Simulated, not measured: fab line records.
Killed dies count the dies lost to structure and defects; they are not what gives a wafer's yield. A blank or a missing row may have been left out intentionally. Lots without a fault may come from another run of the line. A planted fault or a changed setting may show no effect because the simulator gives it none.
Chamber matching | flow n5Finfet | cvdCo-01 running N5_BEOL_M8_CVD_78: 3 sister chambers
The step deposits Co from CCTBA/H2, target thk 2 nm, time 142.3 s. 20 wafers are shown with their chamber, then 10 later ones without.

## EACH WAFER AND ITS CHAMBER
wafer  | chamber | chamberPressureTorr (Torr)
L738.1 | 1       | 30.13
L738.2 | 2       | 29.94
L738.5 | 2       | 29.95
L739.2 | 2       | 30.03
L739.3 | 1       | 30.14
L739.5 | 1       | 29.98
L740.1 | 1       | 30.10
L740.2 | 2       | 29.96
L740.6 | 0       | 30.06
L743.1 | 2       | 29.95
L743.2 | 1       | 30.03
L743.6 | 0       | 30.08
L744.1 | 2       | 30.08
L744.2 | 1       | 30.00
L744.5 | 2       | 30.03
L746.1 | 1       | 30.09
L746.3 | 0       | 30.03
L746.5 | 2       | 30.06
L750.3 | 0       | 30.04
L750.4 | 1       | 30.14

SIGNATURES (averages over the wafers above)
reading             | chamber 0 | chamber 1 | chamber 2 | scatter within a chamber
chamberPressureTorr | 30.0525   | 30.0763   | 30.0000   | 0.0556
Rule: for a wafer and a chamber, the distance is found by dividing, reading by reading, the gap between the wafer's reading and the chamber's mean by the reading's scatter, squaring, summing and taking the root. The wafer belongs to the nearest chamber; if the next one is less than 2 further off, it can't be placed. How the scatter is found: for the shown wafers, subtract from each reading the mean of its chamber, square and add these, divide the total by (wafers less chambers), then take the root.

## WAFERS WITH NO CHAMBER GIVEN
wafer  | chamberPressureTorr (Torr)
L750.6 | 30.03
L754.1 | 30.00
L754.5 | 29.88
L754.6 | 30.07
L755.2 | 29.95
L755.4 | 30.05
L755.6 | 30.08
L757.2 | 30.02
L757.4 | 30.03
L757.6 | 30.00

## THE CHAMBER EACH PASSED THROUGH
wafer  | from the rows above          | in truth
L750.6 | can't be placed: 0 or 2 or 1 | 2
L754.1 | can't be placed: 2 or 0 or 1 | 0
L754.5 | can't be placed: 2 or 0 or 1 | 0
L754.6 | can't be placed: 1 or 0 or 2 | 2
L755.2 | can't be placed: 2 or 0 or 1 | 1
L755.4 | can't be placed: 0 or 1 or 2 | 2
L755.6 | can't be placed: 1 or 0 or 2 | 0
L757.2 | can't be placed: 2 or 0 or 1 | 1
L757.4 | can't be placed: 0 or 2 or 1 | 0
L757.6 | can't be placed: 2 or 0 or 1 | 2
Placed correctly: 0 of 10. Not placeable from these rows: 10 (in 10, the candidates include the true chamber). Number placed wrongly: 0.
